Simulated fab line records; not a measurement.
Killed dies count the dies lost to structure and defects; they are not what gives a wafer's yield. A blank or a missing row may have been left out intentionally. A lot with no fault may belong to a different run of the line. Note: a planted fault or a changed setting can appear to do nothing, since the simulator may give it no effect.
Which tool did it? | flow nandHarc | Sampling: 6 lots, 18 wafers, 5 of 1302 route steps

WHAT THE GAUGES READ, wafer by wafer
NHARC_END_SORT_01.
lot  | measured     | on        | killedAtArray
L749 | day 28 07:12 | prober-01 | 676 676 674

WHICH TOOL RAN EACH LOT (tool, then ch and the chambers of the sampled wafers, then the start)
lot  | NHARC_A_CONTACT_DEP_58        | NHARC_A_CONTACT_ETCH_77                      | NHARC_A_CONTACT_ETCH_125           | NHARC_A_CONTACT_ETCH_129
L742 | pecvd-03 ch 0,2, day 23 18:56 | rieDiel-07 ch 1,3, day 23 21:26 or earlier   | harCapEtch-03 ch 0,1, day 23 21:26 | harCapEtch-03 ch 0,1, day 23 22:08
L745 | pecvd-01 ch 1,2, day 24 14:44 | rieDiel-01 ch 0,1,3, day 24 17:17 or earlier | harCapEtch-01 ch 0,1, day 24 17:17 | harCapEtch-01 ch 0,1, day 24 17:59
L749 | pecvd-01 ch 0,1, day 25 20:25 | rieDiel-07 ch 0,1,2, day 25 22:57 or earlier | harCapEtch-01 ch 0,1, day 25 22:57 | harCapEtch-01 ch 0,1, day 25 23:40
L752 | pecvd-04 ch 0,1, day 28 04:17 | rieDiel-01 ch 1,2,3, day 28 07:16 or earlier | harCapEtch-01 ch 0,1, day 28 07:16 | harCapEtch-01 ch 0,1, day 28 07:58
L759 | pecvd-03 ch 0,2, day 30 14:55 | rieDiel-07 ch 0,3, day 30 17:24 or earlier   | harCapEtch-02 ch 0,1, day 30 17:24 | harCapEtch-02 ch 0,1, day 30 18:07
L761 | pecvd-01 ch 0,2, day 30 21:42 | rieDiel-07 ch 1,2, day 31 00:11 or earlier   | harCapEtch-01 ch 1, day 31 00:11   | harCapEtch-01 ch 1, day 31 00:54
- NHARC_A_CONTACT_DEP_58: deposits SiON, target thk 90 nm.
- NHARC_A_CONTACT_ETCH_77: etches the open film in CF4/CHF3, target depth 108.9 nm, time 54.5 s.
- NHARC_A_CONTACT_ETCH_125: etches the open film in C4F8/O2/Ar, time 197 s, target depth 1918 nm.
- NHARC_A_CONTACT_ETCH_129: etches the open film in C4F8/O2/Ar, time 197 s, target depth 1918 nm.

THE ANSWER, worked out from the rows above alone
Rule: the usual values come from the lots themselves. Put in order of their means at a reading, lots are off if they are a third of the lots or fewer, leave a main group of 4 or more, and stand apart from it by a gap of 3 or more times the standard deviation of the main group's means; of several such gaps the widest counts. A main group is skipped when, at the precision printed for the reading in the tables above, its means are all equal. Also off: a lot with no number at a reading for which 4 or more lots have one. The other lots that the step has rows for count as sound.
No lot is off at any reading shown: from this, nothing can be told.

WHAT THE SIMULATOR PUT IN
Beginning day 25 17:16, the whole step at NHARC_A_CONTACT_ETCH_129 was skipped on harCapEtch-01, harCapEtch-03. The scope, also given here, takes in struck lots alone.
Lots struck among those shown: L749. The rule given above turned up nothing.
